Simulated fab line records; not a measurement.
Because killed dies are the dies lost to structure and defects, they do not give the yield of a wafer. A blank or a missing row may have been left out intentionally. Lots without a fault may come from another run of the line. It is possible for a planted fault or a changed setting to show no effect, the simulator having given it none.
fab line records    flow nand_harc
record lots=14  wafers=39  last_day=34
route steps=1302 shown A_DECK1_JOINT@542 A_ONON_D2@561 END@1302
lots with no fault: from the same line, run without faults
start_h: the number of hours between the record's first day and the start of the first shown wafer of the lot    wait_h: time in hours since the lot's previous step    " repeats the value in the row above    L1.1+2: one row covering several wafers at once    - no value present, or no start provided    * or withheld: withheld    < > ~ a bound
route shown NAME@n: names a module that has steps shown in the file, with the first one's number in the route    usual: mean and standard deviation over wafers with no fault    same: alike in all rows    chamber/n: place in a boat    sites: each site's reading    _std_site: the values' standard deviation    _edge_site: mean of outer sites minus mean of inner sites    radius_mm: how far each site lies from the wafer's centre    mask NAME#n: copy n    behind: the most recent tool/chamber to have shaped the wafer    hold: cause of the lot's hold/its duration in hours/its outcome    device: the n, p or np transistor that did not switch    end of line: tests of these same wafers at the route's end    where a step has no rows: the recipe by itself    killed: at the first sort, the dies lost to defects and structure; wafer yield is something else    map: shows each die of a wafer: x if killed, . if not, _ if none is there
set.NAME: the setting the step ran with; set.NAME@STEP: the setting that earlier step ran with    model.NAME: the simulator's own value behind a step, which no gauge read
route steps across a sampled set of lots; one table per step, one row per wafer
services: when a tool's chamber went out of use (start_h, in hours from the record's first day, below 0 if earlier), for how many hours, and the reason
## steps
# step NHARC_A_DECK1_JOINT_DEP_16
# recipe target_thk_a=450  temp_c=400  pressure_torr=6.5  rf_w=900  teos_flow_sccm=161.4  flow_sccm=2650  target_thk_nm=45  gas=O2  material=SiO2
# usual heater_power_outer_w=258/61  heater_power_w=511/100  throttle_valve_pct=15.7/0.43
lot.wafer  tool      chamber  start_h  wait_h  heater_power_outer_w  heater_power_w  since_wet_clean_h  throttle_valve_pct
L964.4     pecvd-02  1        270.60   0.2     298                   539             -                  16.1
L964.5     "         2        "        "       295                   546             -                  15.9
L964.6     "         0        "        "       287                   551             -                  15.7
L966.2     pecvd-02  2        289.18   0.1     288                   540             49                 16.1
L966.1     "         0        "        "       265                   528             49                 15.7
L966.5     "         0        "        "       268                   533             -                  15.7
L967.1     pecvd-04  2        304.12   0.1     249                   522             22                 15.8
L967.4     "         0        "        "       280                   602             -                  15.2
L967.6     "         2        "        "       242                   524             -                  16.1
L969.3     pecvd-04  2        311.23   0.1     213                   488             29                 15.8
L969.1     "         0        "        "       309                   621             29                 15.2
L969.5     "         1        "        "       119                   280             -                  15.7
L968.1     pecvd-02  2        311.26   0.1     257                   477             71                 16.0
L968.3     "         0        "        "       251                   500             71                 15.4
L968.6     "         0        "        "       256                   510             -                  15.9
L971.3     pecvd-04  0        331.63   0.1     313                   631             49                 15.1
L971.1     "         2        "        "       265                   539             49                 15.9
L971.5     "         0        "        "       306                   633             -                  15.2
L970.3     pecvd-03  1        331.66   0.1     345                   562             133                16.3
L970.2     "         2        "        "       313                   601             133                15.4
L970.6     "         0        "        "       293                   522             -                  15.8
L973.1     pecvd-02  0        351.19   0.1     217                   453             111                15.8
L973.2     "         1        "        "       331                   572             111                16.3
L973.4     "         0        "        "       220                   456             -                  16.1
L972.2     pecvd-04  0        351.19   0.1     351                   691             69                 15.1
L972.4     "         0        "        "       344                   679             -                  15.4
L972.5     "         2        "        "       244                   526             -                  15.9
L981.3     pecvd-04  0        439.75   0.1     307                   633             158                15.7
L981.5     "         2        "        "       203                   462             -                  16.2
L982.2     pecvd-03  0        455.70   0.1     344                   600             76                 15.5
L982.3     "         1        "        "       294                   488             76                 15.7
L984.2     pecvd-02  2        472.54   0.1     282                   531             51                 16.4
L984.5     "         1        "        "       278                   520             -                  16.2
L986.3     pecvd-03  2        489.68   0.1     228                   464             110                15.1
L986.2     "         0        "        "       280                   507             110                15.7
L986.1     "         1        "        "       345                   568             110                16.3
L987.3     pecvd-04  2        504.51   0.1     226                   499             41                 15.6
L987.1     "         0        "        "       336                   658             41                 14.7
L987.2     "         1        "        "       180                   385             41                 15.7
# step NHARC_A_ONON_D2_THK_MEAS_24
# recipe thk_meas_gauge=ellipsometry
# usual thk_nm=999/12
lot.wafer  tool           chamber  start_h  wait_h  thk_nm
L964.4     film_metro-01  -        282.83   -       992
L964.5     "              -        "        "       991
L964.6     "              -        "        "       992
L966.1     film_metro-02  -        300.83   -       1010
L966.2     "              -        "        "       1011
L966.5     "              -        "        "       1011
L967.1     film_metro-02  -        317.54   -       995
L967.4     "              -        "        "       993
L967.6     "              -        "        "       995
L968.1     film_metro-02  -        323.57   -       991
L968.3     "              -        "        "       992
L968.6     "              -        "        "       990
L969.1     film_metro-01  -        323.57   -       997
L969.3     "              -        "        "       998
L969.5     "              -        "        "       998
L970.2     film_metro-01  -        343.27   -       992
L970.3     "              -        "        "       991
L970.6     "              -        "        "       991
L971.1     film_metro-01  -        343.28   -       1012
L971.3     "              -        "        "       1011
L971.5     "              -        "        "       1012
L973.1     film_metro-02  -        363.23   -       994
L973.2     "              -        "        "       995
L973.4     "              -        "        "       995
L972.2     film_metro-01  -        363.24   -       986
L972.4     "              -        "        "       984
L972.5     "              -        "        "       987
L981.3     film_metro-02  -        448.39   -       1005
L981.5     "              -        "        "       1007
L982.2     film_metro-01  -        468.38   -       1006
L982.3     "              -        "        "       1008
L984.2     film_metro-01  -        484.46   -       1000
L984.5     "              -        "        "       1000
L986.1     film_metro-01  -        502.03   -       995
L986.2     "              -        "        "       993
L986.3     "              -        "        "       994
L987.1     film_metro-01  -        519.90   -       1003
L987.2     "              -        "        "       1003
L987.3     "              -        "        "       1003
# step NHARC_A_ONON_D2_DEP_25
# recipe target_thk_a=10000  n2_flow_sccm=2750  n2o_flow_sccm=2000  nh3_flow_sccm=500  sih4_flow_sccm=210  temp_c=400
lot.wafer   tool           chamber  start_h  wait_h
L964.4+5+6  pecvd_onon-02  0        283.05   0.2
L966.1+2+5  pecvd_onon-02  0        300.89   0.1
L967.1+4+6  pecvd_onon-01  0        317.60   0.1
L968.1+3+6  pecvd_onon-03  0        323.62   0.1
L969.1+3+5  pecvd_onon-02  0        323.62   0.1
L971.1+3+5  pecvd_onon-02  0        343.33   0.1
L970.2+3+6  pecvd_onon-01  0        343.38   0.1
L973.1+2+4  pecvd_onon-03  0        363.29   0.1
L972.2+4+5  pecvd_onon-01  0        363.36   0.1
L981.3+5    pecvd_onon-03  0        448.56   0.2
L982.2+3    pecvd_onon-03  0        468.49   0.1
L984.2+5    pecvd_onon-03  0        484.57   0.1
L986.1+2+3  pecvd_onon-01  0        502.09   0.1
L987.1+2+3  pecvd_onon-02  0        519.96   0.1
# step NHARC_A_ONON_D2_THK_MEAS_27
# recipe thk_meas_gauge=ellipsometry
# usual thk_nm=1004/11
lot.wafer  tool           chamber  start_h  wait_h  thk_nm
L964.4     film_metro-02  -        283.39   -       1005
L964.5     "              -        "        "       1004
L964.6     "              -        "        "       1002
L966.1     film_metro-01  -        301.42   -       1003
L966.2     "              -        "        "       1002
L966.5     "              -        "        "       1004
L967.1     film_metro-01  -        318.11   -       991
L967.4     "              -        "        "       992
L967.6     "              -        "        "       991
L969.1     film_metro-02  -        324.13   -       1017
L969.3     "              -        "        "       1018
L969.5     "              -        "        "       1016
L968.1     film_metro-01  -        324.14   -       1002
L968.3     "              -        "        "       1001
L968.6     "              -        "        "       1003
L970.2     film_metro-01  -        343.83   -       998
L970.3     "              -        "        "       997
L970.6     "              -        "        "       997
L971.1     film_metro-02  -        343.85   -       1018
L971.3     "              -        "        "       1019
L971.5     "              -        "        "       1020
L973.1     film_metro-01  -        363.79   -       986
L973.2     "              -        "        "       985
L973.4     "              -        "        "       986
L972.2     film_metro-01  -        363.81   -       993
L972.4     "              -        "        "       995
L972.5     "              -        "        "       994
L981.3     film_metro-02  -        448.96   -       1091
L981.5     "              -        "        "       1092
L982.2     film_metro-01  -        468.95   -       1010
L982.3     "              -        "        "       1105
L984.2     film_metro-02  -        485.03   -       1017
L984.5     "              -        "        "       1112
L986.1     film_metro-02  -        502.60   -       1005
L986.2     "              -        "        "       1005
L986.3     "              -        "        "       1007
L987.1     film_metro-01  -        520.47   -       989
L987.2     "              -        "        "       987
L987.3     "              -        "        "       988
# step NHARC_A_ONON_D2_INSPECT_32
# usual raw_defect_count=408/140
lot.wafer  tool               chamber  start_h  wait_h  raw_defect_count
L964.4     defect_inspect-02  -        284.56   0.0     324
L964.5     "                  -        "        "       486
L964.6     "                  -        "        "       440
L966.1     defect_inspect-02  -        302.54   0.0     641
L966.2     "                  -        "        "       676
L966.5     "                  -        "        "       605
L967.1     defect_inspect-02  -        319.21   0.0     285
L967.4     "                  -        "        "       171
L967.6     "                  -        "        "       377
L969.1     defect_inspect-02  -        325.23   0.0     386
L969.3     "                  -        "        "       364
L969.5     "                  -        "        "       397
L968.1     defect_inspect-01  -        325.24   0.0     258
L968.3     "                  -        "        "       280
L968.6     "                  -        "        "       251
L970.2     defect_inspect-02  -        344.95   0.0     731
L970.3     "                  -        "        "       937
L970.6     "                  -        "        "       534
L971.1     defect_inspect-01  -        344.96   0.0     256
L971.3     "                  -        "        "       389
L971.5     "                  -        "        "       530
L973.1     defect_inspect-02  -        364.90   0.0     462
L973.2     "                  -        "        "       364
L973.4     "                  -        "        "       387
L972.2     defect_inspect-01  -        364.91   0.0     424
L972.4     "                  -        "        "       309
L972.5     "                  -        "        "       312
L981.3     defect_inspect-02  -        450.06   0.0     327
L981.5     "                  -        "        "       236
L982.2     defect_inspect-02  -        470.07   0.0     659
L982.3     "                  -        "        "       713
L984.2     defect_inspect-02  -        486.13   0.0     284
L984.5     "                  -        "        "       298
L986.1     defect_inspect-02  -        503.72   0.0     397
L986.2     "                  -        "        "       261
L986.3     "                  -        "        "       568
L987.1     defect_inspect-02  -        521.59   0.0     390
L987.2     "                  -        "        "       288
L987.3     "                  -        "        "       236
# step NHARC_END_SORT_01
# recipe temp_c=25
# usual killed_at_array=52/18  killed_at_other=0.6/0.83  killed_at_periphery=4.3/2.8  killed_dies=57/19  killed_open=3.4/2  killed_short=2.5/1.7
# same gross_dies=677
lot.wafer  tool       chamber  start_h  wait_h  killed_at_array  killed_at_other  killed_at_periphery  killed_dies  killed_open  killed_short
L970.2     prober-02  0        612.47   2.8     50               1                3                    54           2            3
L970.3     prober-02  0        613.28   3.1     56               1                6                    63           4            3
L970.6     prober-02  0        615.69   4.0     46               0                1                    47           1            1
L981.3     prober-01  0        715.85   3.1     668              4                5                    677          1            1
L981.5     prober-01  0        717.48   3.7     667              1                9                    677          3            2
L982.2     prober-01  0        732.12   2.8     63               0                9                    72           8            2
L982.3     prober-01  0        732.93   3.1     667              1                9                    677          4            0
L984.2     prober-02  0        769.71   2.8     49               1                8                    58           8            1
L984.5     prober-02  0        772.12   3.7     668              0                9                    677          5            1
# killed by level:class
L970.2 A_CHANNEL_HOLE_D2:chamber_film_flake=37 P_ZERO_WELL:chamber_film_flake=3 A_CHANNEL_HOLE_D1:chamber_film_flake=3 A_SLIT:chamber_film_flake=2 A_CONTACT:chamber_film_flake=2 A_CHANNEL_FILL_D1:geometric_particle:open=1 A_CHANNEL_FILL_D1:geometric_particle:short=1 A_DECK1_JOINT:geometric_particle:open=1
L970.3 A_CHANNEL_HOLE_D2:chamber_film_flake=38 P_ZERO_WELL:chamber_film_flake=4 A_CONTACT:chamber_film_flake=3 A_ONON_D2:geometric_particle:short=2 P_M1:chamber_film_flake=2 A_CHANNEL_HOLE_D1:chamber_film_flake=2 A_STAIRCASE:chamber_film_flake=2 A_ONON_D1:geometric_particle:open=1
L970.6 A_CHANNEL_HOLE_D2:chamber_film_flake=34 A_CONTACT:chamber_film_flake=5 A_CHANNEL_HOLE_D1:geometric_particle:short=1 A_M0:geometric_particle:open=1 P_M1:chamber_film_flake=1 A_ZERO_WELL:chamber_film_flake=1 A_CHANNEL_HOLE_D1:chamber_film_flake=1 A_CHANNEL_FILL_D1:chamber_film_flake=1
L981.3 A_ONON_D2:area_dep=637 A_CHANNEL_HOLE_D1:chamber_film_flake=12 A_SLIT:chamber_film_flake=6 A_CONTACT:chamber_film_flake=6 P_GATE:chamber_film_flake=5 A_STAIRCASE:chamber_film_flake=4 THIN_TSV:chamber_film_flake=3 A_CHANNEL_HOLE_D1:geometric_particle:open=1
L981.5 A_ONON_D2:area_dep=635 A_CHANNEL_HOLE_D1:chamber_film_flake=11 P_GATE:chamber_film_flake=8 A_CONTACT:chamber_film_flake=6 A_STAIRCASE:chamber_film_flake=5 A_SLIT:chamber_film_flake=4 A_ONON_D1:geometric_particle:open=1 A_ONON_D2:geometric_particle:short=1
L982.2 A_CHANNEL_HOLE_D1:chamber_film_flake=27 A_SLIT:chamber_film_flake=17 A_CONTACT:chamber_film_flake=6 A_STAIRCASE:chamber_film_flake=5 P_ZERO_WELL:chamber_film_flake=3 P_CONTACT:chamber_film_flake=2 P_CONTACT:geometric_particle:open=1 P_M0:geometric_particle:open=1
L982.3 A_ONON_D2:area_dep=595 A_CHANNEL_HOLE_D1:chamber_film_flake=35 A_SLIT:chamber_film_flake=18 A_STAIRCASE:chamber_film_flake=11 P_CONTACT:chamber_film_flake=6 A_WL_FILL:chamber_film_flake=3 P_GATE:geometric_particle:open=2 A_CONTACT:chamber_film_flake=2
L984.2 A_SLIT:chamber_film_flake=14 A_CONTACT:chamber_film_flake=9 A_CHANNEL_HOLE_D1:chamber_film_flake=7 A_CHANNEL_HOLE_D2:chamber_film_flake=7 A_STAIRCASE:chamber_film_flake=5 P_GATE:chamber_film_flake=4 P_GATE:geometric_particle:open=1 P_CONTACT:geometric_particle:open=1
L984.5 A_ONON_D2:area_dep=624 A_SLIT:chamber_film_flake=16 A_CHANNEL_HOLE_D2:chamber_film_flake=11 P_GATE:chamber_film_flake=6 A_CONTACT:chamber_film_flake=5 A_CHANNEL_HOLE_D1:chamber_film_flake=2 A_CHANNEL_FILL_D1:chamber_film_flake=2 A_STAIRCASE:chamber_film_flake=2
## services
tool           chamber  start_h  hours  kind
pecvd_onon-01  -        269.21   13.0   pm
pecvd-04       -        269.23   13.0   pm
pecvd-04       0        269.23   13.0   vent_cycle
pecvd-04       1        269.23   13.0   vent_cycle
pecvd-04       2        269.23   13.0   vent_cycle
pecvd-04       0        282.23   -      clean
pecvd-04       1        282.23   -      clean
pecvd-04       2        282.23   -      clean
pecvd_onon-02  -        366.09   13.0   pm
pecvd-03       -        366.59   13.0   pm
pecvd-03       1        380.76   5.9    repair
pecvd-03       -        390.45   2.9    repair
pecvd_onon-03  -        408.00   13.0   pm
pecvd-02       -        408.47   13.0   pm
pecvd-02       0        408.47   13.0   vent_cycle
pecvd-04       0        447.24   10.6   repair
pecvd_onon-01  -        450.21   13.0   pm
pecvd-04       -        450.24   13.0   pm
pecvd-04       1        450.24   13.0   vent_cycle
pecvd-04       2        450.24   13.0   vent_cycle
pecvd-04       0        463.24   -      clean
pecvd-04       1        463.24   -      clean
pecvd-04       2        463.24   -      clean
pecvd-03       1        470.53   3.4    repair
## key
first_sign step=NHARC_A_ONON_D2_THK_MEAS_27  reading=thk_nm  direction=up  sigmas=9.1  usual=1004  struck=1100
effect step=NHARC_END_SORT_01  reading=killed_at_array  direction=up  sigmas=34  usual=52  struck=668
more_kills_born_at NHARC_A_ONON_D2_DEP_25@pecvd_onon-03=2491
met_at NHARC_A_ONON_D2_DEP_25
struck_lots L981,L982,L984
struck_wafers L981.3,L981.5,L982.3,L984.5
later_rows_left_out L981.3,L981.5,L982.3,L984.5
tester_left_out L981,L982,L984
not_acting_at NHARC_A_DECK1_JOINT_DEP_16,NHARC_A_ONON_D2_THK_MEAS_24,NHARC_A_ONON_D2_INSPECT_32
onset_between 363.29 448.56
fault kind=process_parameter_drift  tool=pecvd_onon-03  chamber=-  onset_h=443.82  steps=NHARC_A_ONON_D2_DEP_25  channel=target_thk_a  offset=*  shape=step  end_h=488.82  scope=struck_wafers_only  acts_in=*  stated=*
# tester_left_out: of these lots the tester's yield and bins aren't shown, on N5 and GAA mostly nor the transistor test; their killed dies are dies lost to structure and defects alone, not to doping, threshold or leakage, so they don't give the yield
# later_rows_left_out: the simulator's readings of these wafers behind a module that went badly wrong aren't trusted and aren't shown, but for the sort
